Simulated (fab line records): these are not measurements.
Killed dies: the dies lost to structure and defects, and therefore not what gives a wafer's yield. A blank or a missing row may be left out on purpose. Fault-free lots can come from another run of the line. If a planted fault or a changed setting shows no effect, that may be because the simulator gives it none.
Chamber matching || flow n5Finfet || N5_BEOL_M0_ETCH_138 on rieDiel-05: 4 sister chambers
The step etches SiCN in CH3F/O2, target depth 12 nm, time 31.6 s. 20 wafers are shown with their chamber, then 10 later ones without.

WAFERS PAIRED WITH THEIR CHAMBERS
{"wafer": "L074.1", "chamber": 0, "drypumpMotorCurrentA (A)": 5.9, "showerheadPlenumPTorr (Torr)": 2.12, "throttleValvePct (%)": 16.61}
{"wafer": "L074.4", "chamber": 1, "drypumpMotorCurrentA (A)": 5.1, "showerheadPlenumPTorr (Torr)": 1.97, "throttleValvePct (%)": 16.13}
{"wafer": "L074.6", "chamber": 0, "drypumpMotorCurrentA (A)": 5.9, "showerheadPlenumPTorr (Torr)": 2.12, "throttleValvePct (%)": 16.59}
{"wafer": "L075.1", "chamber": 3, "drypumpMotorCurrentA (A)": 6.4, "showerheadPlenumPTorr (Torr)": 1.90, "throttleValvePct (%)": 16.36}
{"wafer": "L075.4", "chamber": 2, "drypumpMotorCurrentA (A)": 5.4, "showerheadPlenumPTorr (Torr)": 2.10, "throttleValvePct (%)": 15.93}
{"wafer": "L075.6", "chamber": 3, "drypumpMotorCurrentA (A)": 6.4, "showerheadPlenumPTorr (Torr)": 1.90, "throttleValvePct (%)": 16.36}
{"wafer": "L077.2", "chamber": 3, "drypumpMotorCurrentA (A)": 6.4, "showerheadPlenumPTorr (Torr)": 1.89, "throttleValvePct (%)": 16.38}
{"wafer": "L077.3", "chamber": 0, "drypumpMotorCurrentA (A)": 5.9, "showerheadPlenumPTorr (Torr)": 2.11, "throttleValvePct (%)": 16.62}
{"wafer": "L077.5", "chamber": 3, "drypumpMotorCurrentA (A)": 6.4, "showerheadPlenumPTorr (Torr)": 1.89, "throttleValvePct (%)": 16.38}
{"wafer": "L078.1", "chamber": 2, "drypumpMotorCurrentA (A)": 5.4, "showerheadPlenumPTorr (Torr)": 2.10, "throttleValvePct (%)": 15.94}
{"wafer": "L078.2", "chamber": 0, "drypumpMotorCurrentA (A)": 5.9, "showerheadPlenumPTorr (Torr)": 2.11, "throttleValvePct (%)": 16.62}
{"wafer": "L078.3", "chamber": 1, "drypumpMotorCurrentA (A)": 5.1, "showerheadPlenumPTorr (Torr)": 1.97, "throttleValvePct (%)": 16.14}
{"wafer": "L085.3", "chamber": 3, "drypumpMotorCurrentA (A)": 6.4, "showerheadPlenumPTorr (Torr)": 1.89, "throttleValvePct (%)": 16.40}
{"wafer": "L085.4", "chamber": 2, "drypumpMotorCurrentA (A)": 5.3, "showerheadPlenumPTorr (Torr)": 2.10, "throttleValvePct (%)": 16.00}
{"wafer": "L085.5", "chamber": 2, "drypumpMotorCurrentA (A)": 5.4, "showerheadPlenumPTorr (Torr)": 2.10, "throttleValvePct (%)": 15.99}
{"wafer": "L087.2", "chamber": 1, "drypumpMotorCurrentA (A)": 5.1, "showerheadPlenumPTorr (Torr)": 1.96, "throttleValvePct (%)": 16.17}
{"wafer": "L087.4", "chamber": 3, "drypumpMotorCurrentA (A)": 6.4, "showerheadPlenumPTorr (Torr)": 1.89, "throttleValvePct (%)": 16.42}
{"wafer": "L087.5", "chamber": 1, "drypumpMotorCurrentA (A)": 5.1, "showerheadPlenumPTorr (Torr)": 1.96, "throttleValvePct (%)": 16.19}
{"wafer": "L088.3", "chamber": 3, "drypumpMotorCurrentA (A)": 6.4, "showerheadPlenumPTorr (Torr)": 1.89, "throttleValvePct (%)": 16.40}
{"wafer": "L088.4", "chamber": 0, "drypumpMotorCurrentA (A)": 5.9, "showerheadPlenumPTorr (Torr)": 2.11, "throttleValvePct (%)": 16.66}

SIGNATURES (means of the wafers above)
{"reading": "drypumpMotorCurrentA", "chamber 0": 5.900, "chamber 1": 5.100, "chamber 2": 5.375, "chamber 3": 6.400, "scatter within a chamber": 0.0217}
{"reading": "showerheadPlenumPTorr", "chamber 0": 2.1140, "chamber 1": 1.9650, "chamber 2": 2.1000, "chamber 3": 1.8929, "scatter within a chamber": 0.00476}
{"reading": "throttleValvePct", "chamber 0": 16.6200, "chamber 1": 16.1575, "chamber 2": 15.9650, "chamber 3": 16.3857, "scatter within a chamber": 0.0269}
Rule: for each reading, subtract the chamber's mean from the wafer's reading, divide by that reading's scatter and square the result; add these up over the readings and take the root, which gives the wafer's distance from the chamber. If the next closest chamber is less than 2 further off than the closest, the wafer can't be placed; otherwise it belongs to the closest. How the scatter is found: for the shown wafers, subtract from each reading the mean of its chamber, square and add these, divide the total by (wafers less chambers), then take the root.

WAFERS MISSING THEIR CHAMBER
{"wafer": "L088.5", "drypumpMotorCurrentA (A)": 5.9, "showerheadPlenumPTorr (Torr)": 2.11, "throttleValvePct (%)": 16.66}
{"wafer": "L095.1", "drypumpMotorCurrentA (A)": 5.3, "showerheadPlenumPTorr (Torr)": 2.09, "throttleValvePct (%)": 16.04}
{"wafer": "L095.4", "drypumpMotorCurrentA (A)": 5.1, "showerheadPlenumPTorr (Torr)": 1.95, "throttleValvePct (%)": 16.23}
{"wafer": "L095.6", "drypumpMotorCurrentA (A)": 5.9, "showerheadPlenumPTorr (Torr)": 2.10, "throttleValvePct (%)": 16.67}
{"wafer": "L096.3", "drypumpMotorCurrentA (A)": 5.9, "showerheadPlenumPTorr (Torr)": 2.10, "throttleValvePct (%)": 16.69}
{"wafer": "L096.5", "drypumpMotorCurrentA (A)": 5.1, "showerheadPlenumPTorr (Torr)": 1.95, "throttleValvePct (%)": 16.22}
{"wafer": "L096.6", "drypumpMotorCurrentA (A)": 5.3, "showerheadPlenumPTorr (Torr)": 2.09, "throttleValvePct (%)": 16.02}
{"wafer": "L097.1", "drypumpMotorCurrentA (A)": 6.4, "showerheadPlenumPTorr (Torr)": 2.13, "throttleValvePct (%)": 15.99}
{"wafer": "L097.2", "drypumpMotorCurrentA (A)": 5.3, "showerheadPlenumPTorr (Torr)": 2.09, "throttleValvePct (%)": 16.05}
{"wafer": "L097.5", "drypumpMotorCurrentA (A)": 6.4, "showerheadPlenumPTorr (Torr)": 2.13, "throttleValvePct (%)": 15.95}

CHAMBER TAKEN BY EACH
{"wafer": "L088.5", "from the rows above": 0, "in truth": 0}
{"wafer": "L095.1", "from the rows above": 2, "in truth": 2}
{"wafer": "L095.4", "from the rows above": 1, "in truth": 1}
{"wafer": "L095.6", "from the rows above": 0, "in truth": 0}
{"wafer": "L096.3", "from the rows above": 0, "in truth": 0}
{"wafer": "L096.5", "from the rows above": 1, "in truth": 1}
{"wafer": "L096.6", "from the rows above": 2, "in truth": 2}
{"wafer": "L097.1", "from the rows above": 0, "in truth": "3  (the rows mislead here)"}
{"wafer": "L097.2", "from the rows above": 2, "in truth": 2}
{"wafer": "L097.5", "from the rows above": 0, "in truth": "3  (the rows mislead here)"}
Placed correctly: 8 of 10. Left unplaced by these rows: 0. Wrongly placed: 2.
